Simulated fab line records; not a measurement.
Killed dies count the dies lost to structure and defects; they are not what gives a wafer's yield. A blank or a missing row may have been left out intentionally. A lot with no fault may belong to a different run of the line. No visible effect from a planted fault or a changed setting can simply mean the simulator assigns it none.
Which tool did it? ; flow n5_finfet ; 25 wafers from 9 lots sampled at 5 of the route's 1938 steps

## WHAT EACH GAUGE READ, for each wafer
N5_GATE_CUT_INSPECT_15: inspects for defects (brightfield).
lot;measured;on;raw_defect_count
L453;day 4 15:23;defect_inspect-01;160 165
L455;day 5 03:46;defect_inspect-02;77 59 83
L459;day 6 05:25;defect_inspect-01;170 137 174
L462;day 7 00:56;defect_inspect-02;88 134 99
L469;day 8 17:38;defect_inspect-02;145 143
L470;day 9 00:39;defect_inspect-01;87 152 109
L471;day 9 04:49;defect_inspect-02;178 227 183
L472;day 9 16:41;defect_inspect-01;92 84 71
L475;day 10 06:47;defect_inspect-02;109 120 94

N5_BEOL_M4_RC_MEAS_101.
lot;measured;on;DIBL_N (mV/V);DIBL_P (mV/V);IOFF_N (nA/um);IOFF_P (nA/um);ION_N (uA/um);ION_P (uA/um);SS_N (mV/dec);SS_P (mV/dec);VT_N (mV);VT_P (mV)
L453;day 12 07:51;prober-01;33.3 34.5;35 36;0.12 0.13;0.19 0.23;655 664;460 464;70.6 70.5;73.0 72.7;254 249;-250 -244
L455;day 11 20:04;prober-01;39.1 38.2 36.7;42 40 39;0.22 0.20 0.19;0.29 0.26 0.26;686 679 695;468 465 481;72.3 72.0 71.3;74.4 73.7 73.7;246 248 244;-246 -246 -246
L459;day 13 23:03;prober-02;37.8 42.2 36.9;38 44 37;0.18 0.31 0.17;0.23 0.34 0.22;684 692 694;470 471 468;72.6 73.7 71.5;73.9 76.2 73.5;251 243 246;-250 -247 -250
L462;day 13 15:51;prober-01;33.8 34.2 34.2;34 34 34;0.16 0.14 0.15;0.22 0.21 0.21;667 662 684;462 460 474;71.5 71.5 71.1;73.0 72.4 73.1;248 250 248;-248 -249 -249
L469;day 15 19:21;prober-01;35.0 35.4;37 37;0.14 0.15;0.19 0.19;678 676;466 465;72.0 72.3;73.1 73.5;254 251;-256 -253
L470;day 15 19:40;prober-02;36.0 34.3 38.8;35 33 39;0.16 0.15 0.24;0.22 0.20 0.29;669 670 688;460 459 464;71.3 71.2 72.0;72.8 72.3 73.4;248 248 243;-247 -248 -247
L471;day 17 04:29;prober-01;35.1 36.6 35.3;37 38 37;0.15 0.19 0.15;0.23 0.23 0.21;659 682 665;460 457 454;71.3 72.4 71.9;73.8 73.2 73.4;250 248 252;-250 -250 -250
L472;day 15 22:50;prober-02;37.6 39.2 36.5;38 41 37;0.17 0.21 0.15;0.20 0.28 0.20;673 674 675;458 466 462;71.3 72.2 71.2;73.8 75.1 73.9;248 249 248;-252 -249 -254
L475;day 17 10:15;prober-01;37.5 40.1 37.4;39 42 38;0.20 0.24 0.19;0.25 0.29 0.24;683 679 681;463 461 466;72.7 72.7 72.0;73.3 74.2 73.7;246 246 247;-248 -248 -247

## WHAT TOOL EACH LOT RAN ON (gives the tool, then ch and the chambers of the sampled wafers, and finally the start)
lot;N5_GATE_CUT_STRIP_59;N5_GATE_CUT_CMP_02;N5_GATE_CUT_HM_OPEN_40
L453;rie_diel-05 ch 2,3, day 4 12:00;cmp-03 ch 0,2, day 4 14:29;rie_diel-02 ch 2,3, day 4 15:39
L455;rie_diel-06 ch 0,1, day 5 00:10;cmp-02 ch 0,2,3, day 5 03:03;rie_diel-05 ch 0,2, day 5 03:58
L459;rie_diel-02 ch 0,1, day 6 02:02;cmp-04 ch 1,2,3, day 6 04:36;rie_diel-05 ch 0,1,3, day 6 05:37
L462;rie_diel-05 ch 0,2, day 6 21:34;cmp-03 ch 0,2, day 7 00:02;rie_diel-06 ch 0,1, day 7 01:14
L469;rie_diel-05 ch 1,2, day 8 14:06;cmp-02 ch 0,3, day 8 16:47;rie_diel-05 ch 1,2, day 8 18:19
L470;rie_diel-06 ch 0,2,3, day 8 21:16;cmp-02 ch 0,1,3, day 8 23:46;rie_diel-05 ch 0,1,3, day 9 00:56
L471;rie_diel-05 ch 0,1,2, day 9 01:34;cmp-03 ch 0,1,2, day 9 04:04;rie_diel-02 ch 0,1,3, day 9 05:01
L472;rie_diel-06 ch 0,1,2, day 9 13:25;cmp-04 ch 0,1,2, day 9 15:55;rie_diel-02 ch 0,1,2, day 9 16:53
L475;rie_diel-05 ch 0,1,2, day 10 03:33;cmp-04 ch 1,2,3, day 10 06:07;rie_diel-02 ch 0,1,3, day 10 06:59
- N5_GATE_CUT_STRIP_59: strips in N2/H2, time 20 s.
- N5_GATE_CUT_CMP_02: polishes, stops on SiO2, t overpolish 12.7 s, target thk 0 nm.
- N5_GATE_CUT_HM_OPEN_40: chemistry C4F6/O2, target SiO2, target depth 139 nm, time 85.1 s.

## WHAT THE TOOLS THEMSELVES READ (means of the sampled wafers that have a number; where no wafer has one, the mark that the record gives instead)
N5_GATE_CUT_STRIP_59.
lot;tool;drypump_motor_current_A (A);oes_product_au (a.u.);rf_vpp_V (V);showerhead_plenum_p_Torr (Torr);throttle_valve_pct (%)
L453;rie_diel-05;5.9;0.78;45.9;3.42;12.21
L455;rie_diel-06;5.7;0.84;46.2;3.50;11.93
L459;rie_diel-02;5.3;0.76;45.4;3.31;12.45
L462;rie_diel-05;5.4;0.76;45.6;3.34;12.26
L469;rie_diel-05;5.9;0.74;46.3;3.53;12.41
L470;rie_diel-06;5.8;0.82;46.1;3.39;12.20
L471;rie_diel-05;5.6;0.74;46.2;3.43;12.39
L472;rie_diel-06;5.7;0.77;45.2;3.41;12.18
L475;rie_diel-05;5.6;0.74;46.1;3.42;12.42

N5_GATE_CUT_CMP_02.
lot;tool;edge_zone_pressure_frac;motor_current_A (A);overpolish_run_s (s);platen_rpm (rpm);time_to_endpoint_s (s)
L453;cmp-03;1.004;10.2;12.701;51.80;26
L455;cmp-02;0.999;9.4;12.704;51.79;28
L459;cmp-04;1.005;9.6;12.707;51.81;25
L462;cmp-03;1.002;10.0;12.696;51.78;25
L469;cmp-02;0.996;9.4;12.697;51.82;22
L470;cmp-02;1.000;9.5;12.693;51.83;28
L471;cmp-03;1.004;9.7;12.705;51.78;25
L472;cmp-04;0.999;8.7;12.699;51.79;26
L475;cmp-04;0.997;9.5;12.700;51.81;23

N5_GATE_CUT_HM_OPEN_40.
lot;tool;drypump_motor_current_A (A);etch_rf_on_time_s (s);oes_product_au (a.u.);rf_vpp_V (V);showerhead_plenum_p_Torr (Torr);throttle_valve_pct (%)
L453;rie_diel-02;5.4;94.2;0.72;688;2.83;20.91
L455;rie_diel-05;5.4;94.8;0.69;679;2.82;20.93
L459;rie_diel-05;5.4;94.2;0.67;670;2.80;20.96
L462;rie_diel-06;5.7;95.0;0.72;681;2.90;20.87
L469;rie_diel-05;5.8;119.2;0.62;652;2.98;21.02
L470;rie_diel-05;5.5;105.7;0.64;669;2.79;20.98
L471;rie_diel-02;5.6;93.9;0.70;695;2.80;21.06
L472;rie_diel-02;5.4;94.6;0.66;678;2.85;20.97
L475;rie_diel-02;5.6;94.2;0.70;696;2.80;21.07

## THE ANSWER, worked out from the rows above alone
Rule: what is usual is taken from the lots themselves. The widest of any qualifying gaps counts: lots, ordered by their means at a reading, are off when they make up no more than a third of the lots, leave a main group of 4 or more, and stand apart from it by 3 or more times the standard deviation of that group's means. If all means in a main group match to the digits the tables above print for the reading, that group is not used. A lot without any number at a reading at which 4 lots or more have one is off too. Any other lot the step has rows for is counted as sound. First the gauges in route order, then the tools' own readings, where a lot's mean is used as printed above. The first step at which some lot is off is used, and at that step the reading that is off furthest; a lot without a number counts as furthest.
Off, at N5_GATE_CUT_HM_OPEN_40 on etch_rf_on_time_s: L469, L470. For the main group the mean is 94.4 s and the standard deviation 0.36.
If a tool, at that step or one of the process steps before it, ran each lot that is off and ran no sound lot following the first of them, it fits. This does not decide it: 2 tools fit, namely cmp-02 at N5_GATE_CUT_CMP_02 and rie_diel-05 at N5_GATE_CUT_HM_OPEN_40.

## WHAT WAS PUT IN BY THE SIMULATOR
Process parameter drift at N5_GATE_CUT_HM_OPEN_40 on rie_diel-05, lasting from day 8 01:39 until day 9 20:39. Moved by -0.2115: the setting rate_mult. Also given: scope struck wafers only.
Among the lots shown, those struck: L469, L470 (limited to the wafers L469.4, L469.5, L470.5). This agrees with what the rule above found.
